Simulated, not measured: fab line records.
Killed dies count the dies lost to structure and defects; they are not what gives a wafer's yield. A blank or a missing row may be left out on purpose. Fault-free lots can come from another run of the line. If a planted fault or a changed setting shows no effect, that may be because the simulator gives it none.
Chamber matching + flow n5Finfet + N5_BEOL_M2_ALD_98 on aldSin-01: 4 sister chambers
The step deposits SiO2, target thk 2.5 nm, pulse time 1 s, co reactant pulse time 1 s. 8 wafers are shown with their chamber, then 11 later ones without.

== WAFERS WITH THEIR CHAMBER ==
| wafer  | chamber | heaterPowerW (W) | susceptorTempC (C) |
|--------|---------|------------------|--------------------|
| L081.4 | 0       | 91               | 100.08             |
| L084.3 | 0       | 90               | 100.08             |
| L085.5 | 3       | 73               | 100.02             |
| L085.6 | 2       | 93               | 100.24             |
| L087.2 | 2       | 93               | 99.99              |
| L087.3 | 1       | 80               | 99.91              |
| L087.5 | 1       | 77               | 99.73              |
| L089.1 | 3       | 75               | 99.96              |

== WAFERS WITH NO CHAMBER GIVEN ==
| wafer  | heaterPowerW (W) | susceptorTempC (C) |
|--------|------------------|--------------------|
| L089.5 | 76               | 99.89              |
| L089.6 | 72               | 99.97              |
| L088.1 | 92               | 100.14             |
| L088.4 | 73               | 99.99              |
| L088.5 | 79               | 100.18             |
| L090.1 | 73               | 99.91              |
| L090.3 | 93               | 99.77              |
| L090.5 | 73               | 100.12             |
| L097.1 | 78               | 100.08             |
| L097.2 | 73               | 100.12             |
| L097.3 | 93               | 100.13             |

== EACH ONE'S CHAMBER ==
| wafer  | from the rows above     | in truth |
|--------|-------------------------|----------|
| L089.5 | can't be placed: 3 or 1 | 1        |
| L089.6 | 3                       | 3        |
| L088.1 | can't be placed: 2 or 0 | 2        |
| L088.4 | 3                       | 3        |
| L088.5 | can't be placed: 1 or 3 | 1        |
| L090.1 | 3                       | 3        |
| L090.3 | can't be placed: 2 or 0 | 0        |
| L090.5 | 3                       | 3        |
| L097.1 | can't be placed: 1 or 3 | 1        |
| L097.2 | 3                       | 3        |
| L097.3 | can't be placed: 2 or 0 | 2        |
5 of 11 placed correctly. Unplaceable from these rows: 6, with the true chamber sitting among the candidates in 6. 0 placed wrongly.
How it was worked out, from the rows above alone: a wafer's distance from a chamber is the root of the sum, over the readings, of the square of ((its reading less the chamber's mean) divided by the reading's scatter). The wafer belongs to the nearest chamber; if the next one is less than 2 further off, it can't be placed. For every chamber, the mean is computed from those of its wafers that are shown. How the scatter is found: for the shown wafers, subtract from each reading the mean of its chamber, square and add these, divide the total by (wafers less chambers), then take the root.
